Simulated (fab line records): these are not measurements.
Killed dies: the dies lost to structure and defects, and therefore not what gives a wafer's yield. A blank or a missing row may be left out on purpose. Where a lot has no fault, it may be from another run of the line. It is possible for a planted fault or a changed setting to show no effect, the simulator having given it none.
Chamber matching	flow n5Finfet	4 sister chambers for N5_BEOL_M7_ETCH_72 on rieDiel-03
The step etches underlayer in N2/H2, target depth 6.5 nm, time 5.2 s. 20 wafers are shown with their chamber, then 10 later ones without.

== EACH WAFER AND ITS CHAMBER ==
wafer	chamber	drypumpMotorCurrentA (A)	showerheadPlenumPTorr (Torr)	throttleValvePct (%)
L076.2	2	4.9	2.49	17.54
L076.3	0	6.7	2.56	18.04
L076.4	3	5.9	2.64	18.10
L077.2	2	4.9	2.49	17.55
L077.3	3	5.9	2.64	18.12
L077.5	2	4.8	2.49	17.54
L078.1	1	6.1	2.64	17.94
L078.2	3	6.0	2.63	18.10
L078.3	2	4.9	2.49	17.54
L083.1	0	6.7	2.55	18.02
L083.5	3	5.9	2.63	18.11
L083.6	2	4.9	2.49	17.56
L085.3	1	6.1	2.63	17.97
L085.4	2	4.9	2.48	17.58
L085.5	0	6.7	2.55	18.07
L087.2	2	4.9	2.48	17.56
L087.4	1	6.1	2.63	17.97
L087.5	2	4.9	2.48	17.59
L089.1	3	5.9	2.63	18.16
L089.2	2	4.9	2.48	17.59

SIGNATURES (means of the wafers above)
reading	chamber 0	chamber 1	chamber 2	chamber 3	scatter within a chamber
drypumpMotorCurrentA	6.700	6.100	4.889	5.920	0.0325
showerheadPlenumPTorr	2.5533	2.6333	2.4856	2.6340	0.00545
throttleValvePct	18.0433	17.9600	17.5611	18.1180	0.0221
Rule: a wafer's distance from a chamber is the root of the sum, over the readings, of the square of ((its reading less the chamber's mean) divided by the reading's scatter). The wafer belongs to the nearest chamber; if the next one is less than 2 further off, it can't be placed. The scatter is the square root of a quotient: the sum, over the shown wafers, of each reading's squared deviation from its chamber's mean, divided by wafers minus chambers.

== WAFERS WITH NO CHAMBER GIVEN ==
wafer	drypumpMotorCurrentA (A)	showerheadPlenumPTorr (Torr)	throttleValvePct (%)
L089.6	4.9	2.48	17.58
L091.3	6.1	2.63	17.95
L091.4	6.7	2.55	18.09
L091.5	4.9	2.48	17.60
L092.1	4.8	2.48	17.61
L092.2	6.1	2.63	17.97
L092.5	6.7	2.55	18.08
L094.1	6.1	2.63	17.99
L094.4	6.7	2.54	18.09
L094.5	6.7	2.54	18.08

== WHICH CHAMBER EACH ONE RAN IN ==
wafer	from the rows above	in truth
L089.6	2	2
L091.3	1	1
L091.4	0	0
L091.5	2	2
L092.1	2	2
L092.2	1	1
L092.5	0	0
L094.1	1	1
L094.4	0	0
L094.5	0	0
10 of 10 placed correctly. Not placeable from these rows: 0. Number placed wrongly: 0.
